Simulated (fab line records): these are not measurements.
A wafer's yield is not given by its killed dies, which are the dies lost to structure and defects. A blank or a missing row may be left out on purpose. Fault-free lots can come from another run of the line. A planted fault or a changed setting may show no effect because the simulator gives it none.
Chamber matching || flow nand harc || NHARC_A_CHANNEL_FILL_D2_CMP_10 on cmp-04: 4 sister chambers
The step polishes, target thk 150 nm. 8 wafers are shown with their chamber, then 8 later ones without.

WAFERS WITH THEIR CHAMBER
{"wafer": "L081.1", "chamber": 3, "motor current A (A)": 11.4, "time to endpoint s (s)": 11.7}
{"wafer": "L081.4", "chamber": 0, "motor current A (A)": 13.5, "time to endpoint s (s)": 17.6}
{"wafer": "L084.3", "chamber": 1, "motor current A (A)": 13.3, "time to endpoint s (s)": 15.1}
{"wafer": "L084.6", "chamber": 1, "motor current A (A)": 13.0, "time to endpoint s (s)": 11.2}
{"wafer": "L090.2", "chamber": 3, "motor current A (A)": 10.8, "time to endpoint s (s)": 17.5}
{"wafer": "L090.3", "chamber": 2, "motor current A (A)": 10.1, "time to endpoint s (s)": 15.6}
{"wafer": "L090.5", "chamber": 2, "motor current A (A)": 11.3, "time to endpoint s (s)": 15.9}
{"wafer": "L088.1", "chamber": 0, "motor current A (A)": 14.1, "time to endpoint s (s)": 16.2}

WAFERS MISSING THEIR CHAMBER
{"wafer": "L088.4", "motor current A (A)": 10.9, "time to endpoint s (s)": 12.0}
{"wafer": "L088.6", "motor current A (A)": 14.0, "time to endpoint s (s)": 19.5}
{"wafer": "L091.4", "motor current A (A)": 11.5, "time to endpoint s (s)": 17.1}
{"wafer": "L091.5", "motor current A (A)": 13.2, "time to endpoint s (s)": 14.0}
{"wafer": "L091.6", "motor current A (A)": 11.4, "time to endpoint s (s)": 17.1}
{"wafer": "L095.1", "motor current A (A)": 13.5, "time to endpoint s (s)": 12.8}
{"wafer": "L095.3", "motor current A (A)": 11.2, "time to endpoint s (s)": 16.1}
{"wafer": "L095.6", "motor current A (A)": 11.6, "time to endpoint s (s)": 15.1}

WHICH CHAMBER EACH WENT THROUGH
{"wafer": "L088.4", "from the rows above": "can't be placed: 3 or 2", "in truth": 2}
{"wafer": "L088.6", "from the rows above": "can't be placed: 0 or 1", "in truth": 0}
{"wafer": "L091.4", "from the rows above": "can't be placed: 3 or 2", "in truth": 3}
{"wafer": "L091.5", "from the rows above": "can't be placed: 1 or 0", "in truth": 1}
{"wafer": "L091.6", "from the rows above": "can't be placed: 3 or 2", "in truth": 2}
{"wafer": "L095.1", "from the rows above": "can't be placed: 1 or 0", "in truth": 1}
{"wafer": "L095.3", "from the rows above": "can't be placed: 3 or 2", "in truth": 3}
{"wafer": "L095.6", "from the rows above": "can't be placed: 3 or 2", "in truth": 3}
Correct placement for 0 of the 8. These rows do not allow placing 8 (true chamber among the candidates in 8). 0 placed wrongly.
How it was worked out, from the rows above alone: a wafer's distance from a chamber is the root of the sum, over the readings, of the square of ((its reading less the chamber's mean) divided by the reading's scatter). If the next closest chamber is less than 2 further off than the closest, the wafer can't be placed; otherwise it belongs to the closest. Each chamber's mean is taken over the wafers shown for it. How the scatter is found: for the shown wafers, subtract from each reading the mean of its chamber, square and add these, divide the total by (wafers less chambers), then take the root.
